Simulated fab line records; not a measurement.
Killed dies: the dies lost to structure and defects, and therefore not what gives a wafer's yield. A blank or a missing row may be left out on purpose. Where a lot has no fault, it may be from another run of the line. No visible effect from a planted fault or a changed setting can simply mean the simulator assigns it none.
Chamber matching	flow n5_finfet	4 sister chambers for N5_BEOL_M0_SAQP_ETCH_84 on rie_diel-04
The step etches SOC in N2/H2, target depth 100 nm, overetch 20 nm, time 150 s. 27 wafers are shown with their chamber, then 12 later ones without.

## WAFERS PAIRED WITH THEIR CHAMBERS
wafer	chamber	showerhead_plenum_p_Torr (Torr)	throttle_valve_pct (%)	oes_product_au (a.u.)
L076.1	2	2.43	18.07	0.64
L076.4	0	2.58	17.94	0.79
L076.5	2	2.43	18.07	0.65
L077.1	3	2.63	18.03	0.65
L077.2	2	2.43	18.06	0.64
L077.5	3	2.63	18.04	0.65
L078.1	0	2.58	17.93	0.78
L078.2	2	2.43	18.07	0.64
L078.4	3	2.63	18.05	0.65
L079.2	3	2.63	18.04	0.65
L079.4	0	2.57	17.93	0.77
L079.5	0	2.57	17.94	0.77
L080.1	3	2.63	18.05	0.65
L080.2	1	2.63	17.75	0.64
L080.3	2	2.42	18.09	0.64
L080.4	0	2.57	17.95	0.77
L080.5	2	2.42	18.08	0.64
L080.6	1	2.63	17.74	0.64
L081.2	1	2.63	17.75	0.64
L081.4	0	2.57	17.93	0.76
L081.5	0	2.57	17.94	0.76
L083.2	2	2.42	18.11	0.63
L083.5	1	2.62	17.74	0.64
L083.6	0	2.57	17.94	0.77
L085.1	1	2.62	17.75	0.64
L085.2	3	2.62	18.06	0.64
L085.4	0	2.57	17.94	0.76

SIGNATURES, as means of the wafers listed above
reading	chamber 0	chamber 1	chamber 2	chamber 3	scatter within a chamber
showerhead_plenum_p_Torr	2.5722	2.6260	2.4257	2.6283	0.0048
throttle_valve_pct	17.9378	17.7460	18.0786	18.0450	0.0109
oes_product_au	0.7700	0.6400	0.6400	0.6483	0.00686
Rule: for each reading, subtract the chamber's mean from the wafer's reading, divide by that reading's scatter and square the result; add these up over the readings and take the root, which gives the wafer's distance from the chamber. The wafer belongs to the nearest chamber; if the next one is less than 2 further off, it can't be placed. The scatter is the square root of a quotient: the sum, over the shown wafers, of each reading's squared deviation from its chamber's mean, divided by wafers minus chambers.

## WAFERS WHOSE CHAMBER IS MISSING
wafer	showerhead_plenum_p_Torr (Torr)	throttle_valve_pct (%)	oes_product_au (a.u.)
L090.1	2.57	17.95	0.75
L090.2	2.62	17.77	0.64
L090.5	2.62	18.09	0.63
L091.2	2.57	17.99	0.75
L091.4	2.62	18.08	0.63
L091.6	2.62	17.78	0.63
L093.1	2.42	18.12	0.63
L093.2	2.62	18.07	0.63
L093.5	2.62	17.78	0.62
L096.1	2.61	17.79	0.62
L096.4	2.56	17.99	0.73
L096.5	2.61	18.09	0.63

## THE CHAMBER EACH PASSED THROUGH
wafer	from the rows above	in truth
L090.1	0	0
L090.2	1	1
L090.5	3	3
L091.2	0	0
L091.4	3	3
L091.6	1	1
L093.1	2	2
L093.2	3	3
L093.5	1	1
L096.1	1	1
L096.4	0	0
L096.5	3	3
12 of 12 placed correctly. Number that these rows cannot place: 0. Number placed wrongly: 0.
